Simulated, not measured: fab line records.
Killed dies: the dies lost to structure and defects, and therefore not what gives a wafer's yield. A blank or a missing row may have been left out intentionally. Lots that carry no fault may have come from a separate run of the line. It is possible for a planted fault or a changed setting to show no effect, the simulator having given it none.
Which tool was responsible? | flow n5 finfet | 10 lots, 30 wafers sampled, at 4 steps of a route of 1938

== WHAT THE GAUGES READ, wafer by wafer ==
N5_BEOL_M1_INSPECT_13: inspects for defects (brightfield).
lot  | measured     | on                | raw defect count
L431 | day 6 14:20  | defect inspect-02 | 445 374 264
L432 | day 7 11:14  | defect inspect-01 | 448 497 492
L435 | day 7 15:19  | defect inspect-02 | 335 244 324
L436 | day 7 16:41  | defect inspect-01 | 505 474 518
L438 | day 8 02:04  | defect inspect-02 | 421 268 365
L443 | day 9 04:49  | defect inspect-01 | 1099 976 1056
L446 | day 10 04:58 | defect inspect-01 | 1142 908 1090
L451 | day 11 04:07 | defect inspect-01 | 637 471 420
L452 | day 11 11:19 | defect inspect-01 | 344 297 394
L454 | day 12 01:53 | defect inspect-02 | 391 356 337

== EACH LOT AND THE TOOL THAT RAN IT (in order: tool; ch and the chambers of the sampled wafers; start) ==
lot  | N5_BEOL_M0_SPUTTER_116       | N5_BEOL_M1_ILD_DEP_00           | N5_BEOL_M1_HM_DEP_02
L431 | pvd sputter-03, day 6 11:55  | pecvd-04 ch 0,1,2, day 6 13:28  | pvd sputter-03, day 6 13:44
L432 | pvd sputter-03, day 7 08:32  | pecvd-02 ch 1,2, day 7 10:02    | pvd sputter-02, day 7 10:38
L435 | pvd sputter-03, day 7 09:44  | pecvd-04 ch 0,2, day 7 11:36    | pvd sputter-01, day 7 14:42
L436 | pvd sputter-02, day 7 12:07  | pecvd-04 ch 0,1,2, day 7 15:52  | pvd sputter-01, day 7 16:12
L438 | pvd sputter-02, day 7 22:09  | pecvd-02 ch 1,2, day 8 00:38    | pvd sputter-03, day 8 01:28
L443 | pvd sputter-03, day 9 01:48  | pecvd-04 ch 0,2, day 9 03:32    | pvd sputter-01, day 9 04:19
L446 | pvd sputter-02, day 10 01:12 | pecvd-03 ch 1,2, day 10 02:53   | pvd sputter-01, day 10 04:22
L451 | pvd sputter-02, day 11 01:09 | pecvd-04 ch 0,1,2, day 11 02:39 | pvd sputter-02, day 11 03:38
L452 | pvd sputter-03, day 11 06:28 | pecvd-04 ch 0,1,2, day 11 07:56 | pvd sputter-02, day 11 10:50
L454 | pvd sputter-02, day 11 23:39 | pecvd-03 ch 0,2, day 12 01:08   | pvd sputter-02, day 12 01:22
- N5_BEOL_M0_SPUTTER_116: material Cu, target thk 4 nm, time 7.37 s.
- N5_BEOL_M1_ILD_DEP_00: deposits SiOC from DEMS/O2, target thk 79 nm, time 15.3 s.
- N5_BEOL_M1_HM_DEP_02: deposits TiN, target thk 20 nm.

== THE ANSWER, worked out from the rows above alone ==
Rule: the lots themselves supply what counts as usual. The widest of any qualifying gaps counts: lots, ordered by their means at a reading, are off when they make up no more than a third of the lots, leave a main group of 4 or more, and stand apart from it by 3 or more times the standard deviation of that group's means. Not used: any main group whose means are identical at the precision the tables above print for the reading. A lot without any number at a reading at which 4 lots or more have one is off too. Where the step has rows for the other lots, those lots are counted as sound.
Off, at N5_BEOL_M1_INSPECT_13 on raw defect count: L443, L446. The main group has a mean of 401 with a standard deviation of 76.
A tool fits if, at a process step before that reading, it ran every lot that is off, and no sound lot after the first of them. The gauges at N5_BEOL_M1_INSPECT_13 are tried like those tools. One fits: N5_BEOL_M1_HM_DEP_02 on pvd sputter-01. A fault onset in the window from L436 (day 7 16:12, its last sound lot) to L443 (day 9 04:19, its first lot off) fits.

== WHAT HAD BEEN PUT IN BY THE SIMULATOR ==
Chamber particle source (pvd sputter-01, N5_BEOL_M1_HM_DEP_02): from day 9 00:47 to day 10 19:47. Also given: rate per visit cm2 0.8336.
Shown lots that were struck: L443, L446. The rule given above showed the same thing.
